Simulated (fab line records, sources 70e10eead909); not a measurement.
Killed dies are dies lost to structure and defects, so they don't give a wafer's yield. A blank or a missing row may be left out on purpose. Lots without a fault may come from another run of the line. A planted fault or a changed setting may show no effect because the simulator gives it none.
A struck lot beside a sound one | flow nand_harc | 39 steps out of a route of 1159
Sound: wafers L405.3, L405.4, L405.5. Struck: wafer L413.2. (L413.1, L413.4 of the same lot were not struck and are left out.) The cause comes at the end.
At each step with rows: each side's tool, then ch and its chambers, then its first start. Under that, the readings that differ: sound wafers | struck wafers | difference of the means | sigmas: that difference in standard deviations of wafers without a fault.
alike: readings whose means differ by less than 2 such deviations, and words and numbers that are the same on both sides. not compared: withheld readings, readings that some wafer has no value for, bounds like >300 that may hide the same value, and numbers for which the record gives no deviation and whose values overlap.
The two part at a step that has a row with sigmas, a row that says differs or no value, or rows on one side only. Numbers that don't overlap but have no deviation are shown without sigmas and don't part them. A reading that every wafer of one side lacks parts them only if that side has two wafers or more.

first, 6 steps without rows for these wafers: NHARC_A_WL_FILL_PRECLEAN_30 (cleans in dHF, time 10 s); NHARC_A_WL_FILL_SRD_14; NHARC_A_WL_FILL_ALD_19 (deposits TiN, target thk 2 nm, pulse time 3 s, ald cycles 100); NHARC_A_WL_FILL_CVD_20 (deposits W, target thk 75 nm, time 5064 s); NHARC_A_WL_FILL_CMP_12 (polishes, t overpolish 30 s, target thk 75 nm); NHARC_A_WL_FILL_SRD_31.
NHARC_A_WL_FILL_INSPECT_15:
  sound on defect_inspect-01, day 18 16:05; struck on defect_inspect-01, day 20 13:52
  reading          | sound       | struck | difference | sigmas
  raw_defect_count | 605 562 639 | 316    | -286       | -2
then, 1 step without rows for these wafers: NHARC_A_CONTACT_DEP_24 (deposits SiO2, target thk 500 nm).
NHARC_A_CONTACT_DEP_28: deposits aC, target thk 3600 nm.
  sound on acl_dep-02 ch 0, day 18 19:08; struck on acl_dep-02 ch 0, day 20 16:46
  alike: throttle_valve_pct
then, 11 steps without rows for these wafers: NHARC_A_CONTACT_DEP_29 (deposits SiON, target thk 70 nm); NHARC_A_CONTACT_DEHYDRATE_32 (time 120 s); NHARC_A_CONTACT_HMDS_33 (time 30 s); NHARC_A_CONTACT_COAT_34 (time 75 s); NHARC_A_CONTACT_COAT_35 (time 65 s); NHARC_A_CONTACT_COAT_36 (resist thk 90 nm); NHARC_A_CONTACT_SOFTBAKE_37 (time 55 s); NHARC_A_CONTACT_EBR_38; NHARC_A_CONTACT_EXPOSE_39 (exposes mask A CC 3); NHARC_A_CONTACT_PEB_40 (peb time 65 s); NHARC_A_CONTACT_DEVELOP_41 (develop time 35 s).
NHARC_A_CONTACT_CD_MEAS_42: target cd 200 nm.
  sound on cd_sem-02 ch 0, day 18 21:21; struck on cd_sem-01 ch 0, day 20 19:37
  alike: cd_nm
NHARC_A_CONTACT_OVL_MEAS_43:
  sound on overlay-02, day 18 21:26; struck on overlay-01, day 20 19:42
  alike: overlay_x_nm, overlay_y_nm
NHARC_A_CONTACT_INSPECT_44:
  sound on defect_inspect-01, day 18 21:28; struck on defect_inspect-02, day 20 19:44
  alike: raw_defect_count
then, 1 step without rows for these wafers: NHARC_A_CONTACT_DESCUM_47 (chemistry O2, time 3 s).
NHARC_A_CONTACT_ETCH_48: etches the open film in CF4, target depth 39 nm, time 65 s.
  sound on rie_diel-08 ch 1,2, day 18 21:37; struck on rie_diel-03 ch 2, day 20 19:53
  alike: drypump_motor_current_A, oes_product_au, rf_vpp_V, showerhead_plenum_p_Torr, throttle_valve_pct
  not compared: rf_hours_counter_h
then, 1 step without rows for these wafers: NHARC_A_CONTACT_ETCH_49 (etches the open film in N2/H2, target depth 260 nm, time 475.3 s).
NHARC_A_CONTACT_ETCH_50: etches the open film in CF4/CHF3, target depth 84.7 nm, time 42.4 s.
  sound on rie_diel-08 ch 1,3; struck on rie_diel-03 ch 3
  alike: chf3_flow_sccm, drypump_motor_current_A, oes_product_au, rf_vpp_V, showerhead_plenum_p_Torr, throttle_valve_pct
  not compared: rf_hours_counter_h
then, 1 step without rows for these wafers: NHARC_A_CONTACT_ETCH_51 (etches the open film in O2/COS, target depth 3600 nm, time 936 s).
NHARC_A_CONTACT_ETCH_111: etches the open film in C4F8/O2/Ar, time 140 s, target depth 700 nm.
  sound on har_cap_etch-01 ch 0,1, day 18 22:52; struck on har_cap_etch-03 ch 0, day 20 21:04
  reading                | sound | struck | difference                   | sigmas
  rf_hours_counter_h (h) | - - - | 102    | no value on the sound wafers |
then, 4 steps without rows for these wafers: NHARC_A_CONTACT_ETCH_112 (etches the open film in C4F8/O2/Ar, time 94 s, target depth 922 nm); NHARC_A_CONTACT_ETCH_113 (etches the open film in C4F8/O2/Ar, time 94 s, target depth 922 nm); NHARC_A_CONTACT_ETCH_114 (etches the open film in C4F8/O2/Ar, time 94 s, target depth 922 nm); NHARC_A_CONTACT_ETCH_115 (etches the open film in C4F8/O2/Ar, time 94 s, target depth 922 nm).
NHARC_A_CONTACT_ETCH_116: etches the open film in C4F8/O2/Ar, time 94 s, target depth 922 nm.
  sound on har_cap_etch-01 ch 0,1, day 18 23:23; struck on har_cap_etch-03 ch 0, day 20 21:37
  reading                | sound | struck | difference                   | sigmas
  rf_hours_counter_h (h) | - - - | 103    | no value on the sound wafers |
then, 1 step without rows for these wafers: NHARC_A_CONTACT_ETCH_117 (etches the open film in C4F8/O2/Ar, time 94 s, target depth 922 nm).
NHARC_A_CONTACT_ETCH_118: etches the open film in C4F8/O2/Ar, time 94 s, target depth 922 nm.
  sound on har_cap_etch-01 ch 0,1, day 18 23:34; struck on har_cap_etch-03 ch 0, day 20 21:48
  reading                | sound | struck | difference                   | sigmas
  rf_hours_counter_h (h) | - - - | 103    | no value on the sound wafers |
then, 2 steps without rows for these wafers: NHARC_A_CONTACT_ETCH_119 (etches the open film in C4F8/O2/Ar, time 94 s, target depth 922 nm); NHARC_A_CONTACT_ETCH_120 (etches the open film in C4F8/O2/Ar, time 94 s, target depth 922 nm).
-- the record jumps here: 3 days lie between the struck wafers' starts before and after (it left off in module A_CONTACT and takes up again in module END, whose first step shown is number 1159 of the route) --
NHARC_END_SORT_01:
  the record has rows for the struck wafers here (prober-01 ch 0, day 24 09:01) and none for the sound ones

WHERE THEY PART
First at NHARC_A_WL_FILL_INSPECT_15; last, within this record, at NHARC_END_SORT_01.

WHY: what the simulator had put in
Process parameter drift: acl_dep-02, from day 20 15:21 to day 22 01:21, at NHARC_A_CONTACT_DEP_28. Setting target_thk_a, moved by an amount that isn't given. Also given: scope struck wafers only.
